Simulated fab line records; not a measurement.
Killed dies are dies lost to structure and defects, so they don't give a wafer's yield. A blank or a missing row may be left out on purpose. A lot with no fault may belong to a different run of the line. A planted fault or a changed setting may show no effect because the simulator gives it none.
Matching of chambers + flow n5-finfet + N5_BEOL_M9_CURE_71 on uv-cure-02 has 3 sister chambers
The step cures SiCOH lowk, time 240 s. 6 wafers are shown with their chamber, then 7 later ones without.

WAFERS, EACH WITH ITS CHAMBER
| wafer  | chamber | wafer_temp_C_max | lamp-power-pct (%) |
|--------|---------|------------------|--------------------|
| L078.4 | 1       | 386.0            | 52.32              |
| L078.5 | 1       | 386.2            | 52.28              |
| L082.4 | 0       | 387.3            | 52.33              |
| L082.5 | 0       | 387.8            | 52.27              |
| L086.1 | 2       | 386.9            | 52.37              |
| L086.2 | 2       | 386.8            | 52.35              |

WAFERS WITHOUT THEIR CHAMBER
| wafer  | wafer_temp_C_max | lamp-power-pct (%) |
|--------|------------------|--------------------|
| L086.4 | 387.4            | 52.25              |
| L095.2 | 387.3            | 52.25              |
| L095.4 | 387.2            | 52.32              |
| L095.5 | 386.8            | 52.30              |
| L097.4 | 386.8            | 52.30              |
| L097.5 | 387.0            | 52.31              |
| L097.6 | 386.3            | 52.35              |

CHAMBER TAKEN BY EACH
| wafer  | from the rows above          | in truth                   |
|--------|------------------------------|----------------------------|
| L086.4 | 0                            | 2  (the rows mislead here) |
| L095.2 | 0                            | 0                          |
| L095.4 | can't be placed: 0 or 2      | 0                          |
| L095.5 | can't be placed: 2 or 1 or 0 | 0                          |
| L097.4 | can't be placed: 2 or 1 or 0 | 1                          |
| L097.5 | can't be placed: 2 or 0      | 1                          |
| L097.6 | can't be placed: 1 or 2      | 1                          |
Placed correctly: 1 of 7. These rows do not allow placing 5 (true chamber among the candidates in 4). Number placed wrongly: 1.
How it was worked out, from the rows above alone: a wafer's distance from a chamber is the root of the sum, over the readings, of the square of ((its reading less the chamber's mean) divided by the reading's scatter). If the next closest chamber is less than 2 further off than the closest, the wafer can't be placed; otherwise it belongs to the closest. The mean given for a chamber averages the wafers shown for that chamber. The scatter is the square root of a quotient: the sum, over the shown wafers, of each reading's squared deviation from its chamber's mean, divided by wafers minus chambers.
